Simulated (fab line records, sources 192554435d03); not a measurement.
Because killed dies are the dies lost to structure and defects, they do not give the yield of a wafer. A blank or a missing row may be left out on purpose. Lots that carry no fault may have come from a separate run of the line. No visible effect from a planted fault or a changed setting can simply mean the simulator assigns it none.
Matching of chambers | flow n5-finfet | 3 sister chambers for N5_BEOL_M2_CO_CAP_55 on cvd-co-02
The step material Co, precursor CCTBA/H2, target thk 2 nm, time 102.1 s. 24 wafers are shown with their chamber, then 12 later ones without.

== WAFERS PAIRED WITH THEIR CHAMBERS ==
wafer  | chamber | heater-power-w (W)
L074.1 | 0       | 251
L074.3 | 1       | 185
L074.6 | 1       | 182
L075.1 | 0       | 258
L075.3 | 2       | 207
L075.4 | 2       | 211
L077.2 | 0       | 249
L077.5 | 1       | 183
L077.6 | 0       | 252
L081.3 | 0       | 251
L081.4 | 2       | 217
L081.5 | 1       | 179
L083.1 | 2       | 214
L083.2 | 0       | 261
L083.4 | 0       | 255
L087.2 | 1       | 178
L087.4 | 1       | 186
L087.6 | 0       | 256
L089.1 | 2       | 209
L089.3 | 0       | 249
L089.6 | 0       | 248
L090.2 | 1       | 183
L090.4 | 0       | 255
L090.5 | 2       | 208

SIGNATURES, as means of the wafers listed above
reading        | chamber 0 | chamber 1 | chamber 2 | scatter within a chamber
heater-power-w | 253.18    | 182.29    | 211.00    | 3.76
Rule: a wafer's distance from a chamber is the root of the sum, over the readings, of the square of ((its reading less the chamber's mean) divided by the reading's scatter). If the next closest chamber is less than 2 further off than the closest, the wafer can't be placed; otherwise it belongs to the closest. How the scatter is found: for the shown wafers, subtract from each reading the mean of its chamber, square and add these, divide the total by (wafers less chambers), then take the root.

== WAFERS WITH NO CHAMBER GIVEN ==
wafer  | heater-power-w (W)
L091.1 | 179
L091.4 | 253
L091.6 | 184
L093.3 | 253
L093.4 | 255
L093.5 | 218
L096.1 | 183
L096.4 | 249
L096.5 | 217
L097.2 | 252
L097.3 | 212
L097.4 | 250

== THE CHAMBER EACH PASSED THROUGH ==
wafer  | from the rows above | in truth
L091.1 | 1                   | 1
L091.4 | 0                   | 0
L091.6 | 1                   | 1
L093.3 | 0                   | 0
L093.4 | 0                   | 0
L093.5 | 2                   | 2
L096.1 | 1                   | 1
L096.4 | 0                   | 0
L096.5 | 2                   | 2
L097.2 | 0                   | 0
L097.3 | 2                   | 2
L097.4 | 0                   | 0
Correct placement for 12 of the 12. From these rows, 0 cannot be placed. 0 placed wrongly.
